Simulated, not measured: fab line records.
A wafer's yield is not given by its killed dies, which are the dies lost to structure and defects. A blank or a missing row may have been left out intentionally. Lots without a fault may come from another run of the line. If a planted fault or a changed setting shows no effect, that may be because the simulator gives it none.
fab line records    flow n5-finfet
record lots=7  wafers=21  last-day=18
route steps=1938 shown BEOL_M0@750 BEOL_M1@751
lots with no fault: from the same line, run without faults
start-h: hours from the record's opening day to when the first of the lot's shown wafers began    wait-h: time in hours since the lot's previous step    " the same as in the row above    L1.1+2: several wafers, shown together as one row    - no value, or no start given    * or withheld: withheld    < > ~ a bound
route shown NAME@n: NAME is a module with steps in the file, n the number in the route of the first one    usual: mean/standard deviation of fault-free wafers    same: alike in all rows    chamber/n: place in a boat    sites: per-site readings    _std_site: how widely they spread, as a standard deviation    _edge_site: inner sites' mean taken away from outer sites' mean    radius-mm: for every site, how far away it sits from the centre of the wafer    mask NAME#n: copy n    behind: the most recent tool/chamber to have shaped the wafer    hold: cause of the lot's hold/its duration in hours/its outcome    device: the transistor (n, p or np) that didn't switch    end of line: tests run on the same wafers once the route is complete    step lacking rows: just its recipe    killed: not the wafer's yield, but the dies lost to structure and defects at the first sort    map: shows each die of a wafer: x if killed, . if not, _ if none is there
set.NAME: the setting that was run; set.NAME@STEP: the one run at that earlier step    model.NAME: the simulator's own value behind a step, which no gauge read
a table for each step, a row for each wafer; lots at some steps of the route
services: a tool's chamber out of use, with start hour (start-h, from the record's first day; less than 0 if before it), hours out, and reason
## steps
# step N5_BEOL_M0_INSPECT_127
# recipe inspect-instrument=darkfield  mode=post-dep
# usual raw-defect-count=65/22
lot.wafer  tool               chamber  start-h  wait-h  raw-defect-count
L898.2     defect-inspect-01  -        140.39   0.0     68
L898.3     "                  -        "        "       61
L898.5     "                  -        "        "       46
L901.1     defect-inspect-02  -        164.42   0.0     68
L901.4     "                  -        "        "       122
L901.6     "                  -        "        "       66
L902.1     defect-inspect-02  -        166.56   0.0     84
L902.2     "                  -        "        "       93
L902.6     "                  -        "        "       85
L903.1     defect-inspect-02  -        173.29   0.0     39
L903.3     "                  -        "        "       37
L903.4     "                  -        "        "       42
L910.1     defect-inspect-01  -        214.91   0.0     76
L910.4     "                  -        "        "       51
L910.6     "                  -        "        "       105
L913.1     defect-inspect-02  -        232.86   0.0     53
L913.2     "                  -        "        "       77
L913.5     "                  -        "        "       46
L916.1     defect-inspect-02  -        248.99   0.0     39
L916.3     "                  -        "        "       75
L916.5     "                  -        "        "       92
# step N5_BEOL_M1_ILD_DEP_00
# recipe material=SiOC  target-thk-a=790  temp-c=350  precursor=DEMS/O2  pressure-torr=5  rf-w=500  time-s=15.3
# usual heater-power-w=498/66  showerhead-plenum-p-Torr=5.699/0.018  throttle-valve-pct=12.0/0.67
lot.wafer  tool      chamber  start-h  wait-h  heater-power-w  showerhead-plenum-p-Torr  throttle-valve-pct
L898.2     pecvd-04  1        140.43   0.0     556             5.734                     12.5
L898.3     "         2        "        "       559             5.689                     11.8
L898.5     "         1        "        "       568             5.705                     12.7
L901.1     pecvd-01  0        164.46   0.0     470             5.693                     12.1
L901.4     "         0        "        "       481             5.681                     12.0
L901.6     "         2        "        "       538             5.735                     11.2
L902.1     pecvd-04  0        166.60   0.0     406             5.688                     11.7
L902.2     "         2        "        "       596             5.708                     11.7
L902.6     "         1        "        "       604             5.742                     12.8
L903.1     pecvd-02  2        173.33   0.0     425             5.684                     12.0
L903.3     "         0        "        "       482             5.665                     11.6
L903.4     "         2        "        "       443             5.683                     12.0
L910.1     pecvd-02  0        214.95   0.0     441             5.685                     11.5
L910.4     "         2        "        "       502             5.703                     12.1
L910.6     "         0        "        "       443             5.674                     11.9
L913.1     pecvd-04  1        232.90   0.0     565             5.713                     12.7
L913.2     "         0        "        "       380             5.689                     11.7
L913.5     "         0        "        "       399             5.689                     11.8
L916.1     pecvd-01  2        249.02   0.0     457             5.721                     11.4
L916.3     "         1        "        "       512             5.711                     13.6
L916.5     "         2        "        "       458             5.725                     11.2
# step N5_BEOL_M1_THK_MEAS_01
# recipe reads=SiOC_of_BEOL_M1_ILD_DEP_00
# usual M1_ILD_THK=78.8/0.94
lot.wafer  tool           chamber  start-h  wait-h  M1_ILD_THK[nm]
L898.2     film-metro-02  -        140.49   0.1     78.1
L898.3     "              -        "        "       76.7
L898.5     "              -        "        "       78.0
L901.1     film-metro-02  -        164.52   0.0     78.4
L901.4     "              -        "        "       79.1
L901.6     "              -        "        "       78.8
L902.1     film-metro-01  -        166.67   0.0     77.2
L902.2     "              -        "        "       76.9
L902.6     "              -        "        "       79.4
L903.1     film-metro-02  -        173.40   0.0     78.0
L903.3     "              -        "        "       77.9
L903.4     "              -        "        "       80.3
L910.1     film-metro-01  -        215.03   0.1     78.8
L910.4     "              -        "        "       79.2
L910.6     "              -        "        "       79.9
L913.1     film-metro-02  -        232.97   0.0     79.6
L913.2     "              -        "        "       77.4
L913.5     "              -        "        "       79.2
L916.1     film-metro-02  -        249.09   0.0     78.9
L916.3     "              -        "        "       77.4
L916.5     "              -        "        "       78.7
# step N5_BEOL_M1_PECVD_72
# recipe material=SiO2  target-thk-a=160  temp-c=400  precursor=TEOS/O2  pressure-torr=5.5  rf-w=450  teos-flow-sccm=53.8  gas=O2  flow-sccm=3000  time-s=18
# usual heater-power-w=741/86  showerhead-plenum-p-Torr=8.83/0.077  throttle-valve-pct=22.6/1.5
lot.wafer  tool      chamber  start-h  wait-h  heater-power-w  showerhead-plenum-p-Torr  throttle-valve-pct
L898.2     pecvd-01  2        140.53   0.0     767             8.93                      20.7
L898.3     "         0        "        "       738             8.78                      22.4
L898.5     "         0        "        "       721             8.76                      22.5
L901.1     pecvd-04  1        164.56   0.0     779             8.93                      23.7
L901.4     "         1        "        "       771             8.90                      24.2
L901.6     "         2        "        "       802             8.78                      21.7
L902.1     pecvd-04  0        166.70   0.0     628             8.78                      21.9
L902.2     "         2        "        "       868             8.79                      21.9
L902.6     "         1        "        "       894             8.90                      23.9
L903.1     pecvd-04  1        173.43   0.0     786             8.92                      23.6
L903.3     "         1        "        "       771             8.90                      23.7
L903.4     "         0        "        "       645             8.80                      22.1
L910.1     pecvd-01  1        215.07   0.0     804             8.85                      25.6
L910.4     "         0        "        "       619             8.78                      22.3
L910.6     "         2        "        "       704             8.95                      20.9
L913.1     pecvd-02  1        233.00   0.0     564             8.71                      21.7
L913.2     "         0        "        "       738             8.71                      22.0
L913.5     "         1        "        "       569             8.69                      22.0
L916.1     pecvd-04  2        249.13   0.0     881             8.78                      21.9
L916.3     "         0        "        "       672             8.78                      21.9
L916.5     "         2        "        "       879             8.76                      21.9
# step N5_BEOL_M1_HM_DEP_02
# recipe material=TiN  target-thk-a=200  temp-c=25  chamber-pressure-pa=0.49996
# usual throttle-valve-pct=30.2/1.1
lot.wafer  tool            chamber  start-h  wait-h  throttle-valve-pct
L898.2     pvd-sputter-01  -        141.53   1.0     31.0
L898.3     "               -        "        "       28.7
L898.5     "               -        "        "       31.4
L901.1     pvd-sputter-02  -        165.45   0.9     29.5
L901.4     "               -        "        "       30.9
L901.6     "               -        "        "       30.9
L902.1     pvd-sputter-03  -        168.36   1.6     29.8
L902.2     "               -        "        "       30.9
L902.6     "               -        "        "       30.6
L903.1     pvd-sputter-02  -        174.85   1.4     29.6
L903.3     "               -        "        "       31.3
L903.4     "               -        "        "       31.2
L910.1     pvd-sputter-03  -        215.94   0.9     29.9
L910.4     "               -        "        "       30.3
L910.6     "               -        "        "       29.6
L913.1     pvd-sputter-02  -        234.75   1.7     31.2
L913.2     "               -        "        "       27.8
L913.5     "               -        "        "       27.5
L916.1     pvd-sputter-03  -        249.40   0.3     30.1
L916.3     "               -        "        "       31.4
L916.5     "               -        "        "       30.9
# step N5_BEOL_M1_COAT_61
# recipe resist=SOC  temp-c=250  time-s=60  spin-rpm=1500  resist-thk-nm=60
# step N5_BEOL_M1_COAT_62
# recipe resist=SiARC  temp-c=220  time-s=60  spin-rpm=1500  resist-thk-nm=12
# step N5_BEOL_M1_COAT_73
# recipe resist=underlayer  temp-c=205  time-s=60  spin-rpm=1500  resist-thk-nm=5
# step N5_BEOL_M1_COAT_05
# recipe resist=CAR-EUV  spin-rpm=1500  resist-thk-nm=30
# step N5_BEOL_M1_EBR_07
# recipe solvent=PGMEA  ebr-width-mm=1.5
# step N5_BEOL_M1_SOFTBAKE_06
# recipe temp-c=110  time-s=60  resist=CAR-EUV
# step N5_BEOL_M1_EXPOSE_08
# recipe mask-id=M1  na=0.33  source-shape=dipole  sigma-inner=0.369  sigma-outer=0.767  polarization=unpolarized  dose-mj=33
# step N5_BEOL_M1_PEB_09
# recipe peb-temp-c=100  peb-time-s=60  resist=CAR-EUV
# usual chill-plate-temp-C=22.99/0.097  exhaust-pa=45.0/0.83  plate-temp-C=99.98/0.12
lot.wafer  tool            chamber  start-h  wait-h  chill-plate-temp-C  exhaust-pa  plate-temp-C
L898.2     litho-track-02  0        141.86   0.0     22.94               44.6        99.92
L898.3     "               0        "        "       22.88               41.9        100.00
L898.5     "               0        "        "       23.03               44.1        100.01
L901.1     litho-track-04  -        165.77   0.1     -                   -           -
L901.4     "               -        "        "       -                   -           -
L901.6     "               -        "        "       -                   -           -
L902.1     litho-track-01  -        168.70   0.1     -                   -           -
L902.2     "               -        "        "       -                   -           -
L902.6     "               -        "        "       -                   -           -
L903.1     litho-track-01  -        175.30   0.1     -                   -           -
L903.3     "               -        "        "       -                   -           -
L903.4     "               -        "        "       -                   -           -
L910.1     litho-track-01  0        216.39   0.1     22.81               45.7        99.96
L910.4     "               0        "        "       22.86               44.6        100.19
L910.6     "               0        "        "       22.78               44.5        99.94
L913.1     litho-track-04  0        235.09   0.1     22.96               45.2        100.00
L913.2     "               0        "        "       23.02               45.2        100.12
L913.5     "               0        "        "       23.04               45.5        100.18
L916.1     litho-track-01  0        249.72   0.1     22.88               45.3        100.13
L916.3     "               0        "        "       22.91               43.9        100.01
L916.5     "               0        "        "       22.93               44.3        100.13
# step N5_BEOL_M1_DEVELOP_10
# recipe develop-time-s=30  developer=TMAH  resist=CAR-EUV  rinse-liquid=surfactant-rinse  dry=air-spin  dev-temp-c=23
## services
tool            chamber  start-h  hours  kind
pecvd-04        0        147.23   -      calibration
pecvd-04        2        157.25   1.7    repair
pecvd-04        2        170.42   5.5    scheduled-down
litho-track-04  -        170.56   -      consumable-replace:filter
litho-track-02  -        183.47   -      consumable-replace:filter
pecvd-02        -        184.99   27.0   repair
pecvd-02        2        231.85   5.5    scheduled-down
## key
first-sign step=N5_BEOL_M1_PEB_09  reading=tool-record  direction=missing
effect none on later readings
met-at N5_BEOL_M1_PEB_09
struck-wafers L901.1,L901.4,L901.6,L902.1,L902.2,L902.6,L903.1,L903.3,L903.4
later-rows-left-out L901.1,L901.4,L901.6,L902.1,L902.2,L902.6,L903.1,L903.3,L903.4
sort-left-out L901.1,L901.4,L901.6,L902.1,L902.2,L902.6,L903.1,L903.3,L903.4
fault kind=skipped-step-whole  tool=litho-track-01,litho-track-04  chamber=-  onset-h=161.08  steps=N5_BEOL_M1_PEB_09  scope=struck-lots-only
# sort-left-out: the simulated sort isn't trusted on such a fault, so these wafers' sort isn't shown, and their yield isn't known
# later-rows-left-out: the simulator's readings of these wafers behind a module that went badly wrong aren't trusted and aren't shown, but for the sort
